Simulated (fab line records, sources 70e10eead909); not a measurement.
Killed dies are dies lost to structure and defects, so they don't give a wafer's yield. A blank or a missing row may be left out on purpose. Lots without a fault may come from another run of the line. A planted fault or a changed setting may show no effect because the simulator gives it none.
A struck lot beside a sound one | flow nand_harc | 19 steps out of a route of 1302
Sound: wafers L873.2, L873.5, L873.6. Struck: wafers L881.2, L881.5, L881.6. The cause comes at the end.
At each step with rows: each side's tool, then ch and its chambers, then its first start. Under that, the readings that differ: sound wafers | struck wafers | difference of the means | sigmas: that difference in standard deviations of wafers without a fault.
alike: readings whose means differ by less than 2 such deviations, and words and numbers that are the same on both sides. not compared: withheld readings, readings that some wafer has no value for, bounds like >300 that may hide the same value, and numbers for which the record gives no deviation and whose values overlap.
The two part at a step that has a row with sigmas, a row that says differs or no value, or rows on one side only. Numbers that don't overlap but have no deviation are shown without sigmas and don't part them. A reading that every wafer of one side lacks parts them only if that side has two wafers or more.

NHARC_P_GATE_ALD_36: deposits SiNx, target thk 20 nm, pulse time 60 s, ald cycles 223.
  sound on ald_sin-01 ch 1,2, day 6 05:06; struck on ald_sin-04 ch 0,1,3, day 9 11:47
  alike: heater_power_w, precursor_pulse_height_rel
  not compared: since_wet_clean_h
NHARC_P_GATE_ETCHBACK_37: etches the open film in CHF3/O2, target depth 34.5 nm, time 17.2 s.
  sound on rie_diel-13 ch 0,2,3; struck on rie_diel-13 ch 1,2
  alike: bias_w, chamber_pressure_mTorr, drypump_motor_current_A, oes_product_au, rf_vpp_V, showerhead_plenum_p_Torr, throttle_valve_pct
  not compared: rf_hours_counter_h
NHARC_P_GATE_STRIP_101: strips in O2, time 20 s.
  sound on rie_diel-13 ch 1,2,3, day 6 13:41; struck on rie_diel-13 ch 1,2,3, day 9 19:16
  alike: chamber_pressure_mTorr, drypump_motor_current_A, oes_product_au, rf_vpp_V, showerhead_plenum_p_Torr, throttle_valve_pct
  not compared: rf_hours_counter_h
then, 9 steps without rows for these wafers: NHARC_P_GATE_PRECLEAN_97 (cleans in SPM, time 600 s); NHARC_P_GATE_SRD_98; NHARC_P_GATE_PRECLEAN_99 (cleans in SC1); NHARC_P_GATE_SRD_100; NHARC_P_GATE_DEHYDRATE_38 (time 120 s); NHARC_P_GATE_HMDS_39 (time 30 s); NHARC_P_GATE_COAT_40; NHARC_P_GATE_SOFTBAKE_41 (time 95 s); NHARC_P_GATE_EBR_42.
NHARC_P_GATE_EXPOSE_43: exposes mask P NSD, target cd 720 nm.
  sound on krf_scanner-04 ch 0, day 6 14:26; struck on krf_scanner-01 ch 0, day 9 20:06
  reading | sound                   | struck                           | difference | sigmas
  mask    | P_NSD#0 P_NSD#0 P_NSD#0 | P_NSD_R1#0 P_NSD_R1#0 P_NSD_R1#0 | differs    |
then, 2 steps without rows for these wafers: NHARC_P_GATE_PEB_44 (peb time 85 s); NHARC_P_GATE_DEVELOP_45 (time 70 s).
NHARC_P_GATE_CD_MEAS_46: target cd 720 nm.
  sound on cd_sem-01 ch 0, day 6 14:36; struck on cd_sem-02 ch 0, day 9 20:16
  reading    | sound             | struck            | difference | sigmas
  cd_nm (nm) | 722.0 717.1 715.0 | 690.1 691.4 688.5 | -28.0      | -14
then, 1 step without rows for these wafers: NHARC_P_GATE_HARDBAKE_47 (time 80 s).
NHARC_P_GATE_DESCUM_48: chemistry O2, time 3 s.
  sound on rie_diel-02 ch 1,2,3, day 6 14:47; struck on rie_diel-13 ch 1,2, day 9 20:25
  reading                 | sound           | struck            | difference | sigmas
  model.P_GATE.cd_nm (nm) | 720.3 717.9 714 | 689.5 691.8 688.6 | -27.4      |
  alike: chamber_pressure_mTorr, drypump_motor_current_A, oes_product_au, rf_vpp_V, showerhead_plenum_p_Torr, throttle_valve_pct
  not compared: rf_hours_counter_h
then, 1 step without rows for these wafers: NHARC_P_GATE_IMPLANT_49.

WHERE THEY PART
First at NHARC_P_GATE_EXPOSE_43; last, within this record, at NHARC_P_GATE_CD_MEAS_46. Later steps at which nothing parts them and some readings are alike: NHARC_P_GATE_DESCUM_48.

WHY: what the simulator had put in
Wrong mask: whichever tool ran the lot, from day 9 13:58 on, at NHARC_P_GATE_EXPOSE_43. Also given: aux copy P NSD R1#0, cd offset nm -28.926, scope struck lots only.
